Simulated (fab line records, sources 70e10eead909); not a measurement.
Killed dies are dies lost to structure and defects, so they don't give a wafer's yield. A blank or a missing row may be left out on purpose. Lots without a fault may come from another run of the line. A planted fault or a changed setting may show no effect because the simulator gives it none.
Chamber matching | flow nand_harc | NHARC_P_CONTACT_DEP_30 on pecvd-03: 3 sister chambers
The step deposits SiNx, target thk 30 nm. 18 wafers are shown with their chamber, then 9 later ones without.

WAFERS WITH THEIR CHAMBER
wafer  | chamber | heater_power_w (W)
L081.2 | 2       | 789
L081.4 | 0       | 665
L081.6 | 1       | 843
L082.1 | 1       | 793
L082.2 | 0       | 662
L082.6 | 1       | 804
L084.1 | 1       | 801
L084.3 | 0       | 652
L084.4 | 1       | 808
L085.1 | 0       | 660
L085.2 | 1       | 822
L085.3 | 2       | 767
L089.3 | 1       | 835
L089.5 | 1       | 810
L089.6 | 0       | 698
L091.3 | 2       | 777
L091.4 | 2       | 761
L091.5 | 1       | 826

SIGNATURES (means of the wafers above)
reading        | chamber 0 | chamber 1 | chamber 2 | scatter within a chamber
heater_power_w | 667.40    | 815.78    | 773.50    | 16.2
Rule: a wafer's distance from a chamber is the root of the sum, over the readings, of the square of ((its reading less the chamber's mean) divided by the reading's scatter). The wafer belongs to the nearest chamber; if the next one is less than 2 further off, it can't be placed. The scatter: the root of (the sum of the squares of (reading less its chamber's mean) over the shown wafers, divided by (wafers less chambers)).

WAFERS WITHOUT THEIR CHAMBER
wafer  | heater_power_w (W)
L092.3 | 779
L092.5 | 824
L092.6 | 785
L097.1 | 684
L097.2 | 780
L097.6 | 772
L095.1 | 710
L095.3 | 722
L095.5 | 721

WHICH CHAMBER EACH WENT THROUGH
wafer  | from the rows above     | in truth
L092.3 | can't be placed: 2 or 1 | 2
L092.5 | 1                       | 1
L092.6 | can't be placed: 2 or 1 | 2
L097.1 | 0                       | 0
L097.2 | can't be placed: 2 or 1 | 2
L097.6 | 2                       | 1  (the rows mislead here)
L095.1 | can't be placed: 0 or 2 | 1
L095.3 | can't be placed: 2 or 0 | 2
L095.5 | can't be placed: 2 or 0 | 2
Placed correctly: 2 of 9. Can't be placed from these rows: 6 (the true chamber is among the candidates in 5). Placed wrongly: 1.
